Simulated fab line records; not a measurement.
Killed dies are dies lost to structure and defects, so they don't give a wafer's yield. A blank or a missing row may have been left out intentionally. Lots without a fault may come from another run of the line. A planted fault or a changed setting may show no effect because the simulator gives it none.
Chamber matching ; flow nandHarc ; 4 sister chambers for NHARC_A_CHANNEL_FILL_D1_ALD_25 on aldHk-01
The step deposits SiOx, target thk 60 nm, pulse time 10 s, ald cycles 600. 4 wafers are shown with their chamber, then 8 later ones without.

EACH WAFER AND ITS CHAMBER
wafer;chamber;heaterPowerW (W)
L084.5;3;494
L087.2;0;396
L087.6;1;491
L088.1;2;491

WAFERS WHOSE CHAMBER IS MISSING
wafer;heaterPowerW (W)
L088.3;501
L088.5;491
L090.1;511
L090.2;383
L090.4;493
L093.1;405
L093.2;506
L093.3;494

CHAMBER TAKEN BY EACH
wafer;from the rows above;in truth
L088.3;can't be placed: 3 or 1 or 2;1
L088.5;can't be placed: 1 or 2 or 3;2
L090.1;can't be placed: 3 or 1 or 2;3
L090.2;0;0
L090.4;can't be placed: 3 or 1 or 2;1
L093.1;0;0
L093.2;can't be placed: 3 or 1 or 2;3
L093.3;can't be placed: 3 or 1 or 2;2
Correctly placed: 2 of 8. Cannot be placed on the basis of these rows: 6; the candidates contain the true chamber in 6. 0 placed wrongly.
How it was worked out, from the rows above alone: a wafer's distance from a chamber is the root of the sum, over the readings, of the square of ((its reading less the chamber's mean) divided by the reading's scatter). The wafer belongs to the nearest chamber; if the next one is less than 2 further off, it can't be placed. The mean given for a chamber averages the wafers shown for that chamber. The scatter: root of mean squared gap, hidden wafer to nearest shown wafer, with one shown wafer a chamber.
